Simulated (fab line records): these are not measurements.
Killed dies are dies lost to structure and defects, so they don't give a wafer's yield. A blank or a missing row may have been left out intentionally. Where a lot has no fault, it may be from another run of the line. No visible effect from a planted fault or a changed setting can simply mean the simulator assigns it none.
Matching of chambers / flow nand_harc / NHARC_A_WL_FILL_ETCHBACK_26 on rie_si-03 has 4 sister chambers
The step etches the open film in HBr, target depth 52 nm, time 13.3 s. 8 wafers are shown with their chamber, then 8 later ones without.

== EACH WAFER AND ITS CHAMBER ==
wafer=L081.4; chamber=2; drypump_motor_current_A (A)=5.9; oes_product_au (a.u.)=0.988
wafer=L081.5; chamber=3; drypump_motor_current_A (A)=6.3; oes_product_au (a.u.)=1.005
wafer=L086.2; chamber=2; drypump_motor_current_A (A)=5.9; oes_product_au (a.u.)=0.991
wafer=L086.3; chamber=0; drypump_motor_current_A (A)=6.0; oes_product_au (a.u.)=0.983
wafer=L088.1; chamber=0; drypump_motor_current_A (A)=6.0; oes_product_au (a.u.)=0.995
wafer=L088.2; chamber=1; drypump_motor_current_A (A)=5.7; oes_product_au (a.u.)=0.989
wafer=L088.6; chamber=3; drypump_motor_current_A (A)=6.3; oes_product_au (a.u.)=1.011
wafer=L095.1; chamber=1; drypump_motor_current_A (A)=5.6; oes_product_au (a.u.)=0.989

== WAFERS WHOSE CHAMBER IS MISSING ==
wafer=L095.2; drypump_motor_current_A (A)=6.0; oes_product_au (a.u.)=0.991
wafer=L095.4; drypump_motor_current_A (A)=6.4; oes_product_au (a.u.)=1.008
wafer=L093.4; drypump_motor_current_A (A)=5.9; oes_product_au (a.u.)=0.994
wafer=L093.5; drypump_motor_current_A (A)=5.9; oes_product_au (a.u.)=1.001
wafer=L093.6; drypump_motor_current_A (A)=6.4; oes_product_au (a.u.)=1.003
wafer=L096.3; drypump_motor_current_A (A)=5.9; oes_product_au (a.u.)=0.993
wafer=L096.5; drypump_motor_current_A (A)=6.1; oes_product_au (a.u.)=1.002
wafer=L096.6; drypump_motor_current_A (A)=5.6; oes_product_au (a.u.)=0.990

== WHICH CHAMBER EACH ONE RAN IN ==
wafer=L095.2; from the rows above=0; in truth=0
wafer=L095.4; from the rows above=3; in truth=3
wafer=L093.4; from the rows above=2; in truth=2
wafer=L093.5; from the rows above=can't be placed: 2 or 0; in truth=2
wafer=L093.6; from the rows above=3; in truth=3
wafer=L096.3; from the rows above=2; in truth=2
wafer=L096.5; from the rows above=can't be placed: 0 or 3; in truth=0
wafer=L096.6; from the rows above=1; in truth=1
Correctly placed: 6 of 8. These rows do not allow placing 2 (true chamber among the candidates in 2). 0 placed wrongly.
How it was worked out, from the rows above alone: a wafer's distance from a chamber is the root of the sum, over the readings, of the square of ((its reading less the chamber's mean) divided by the reading's scatter). If the next closest chamber is less than 2 further off than the closest, the wafer can't be placed; otherwise it belongs to the closest. A chamber's mean is the mean of its shown wafers. The scatter: the root of (the sum of the squares of (reading less its chamber's mean) over the shown wafers, divided by (wafers less chambers)).
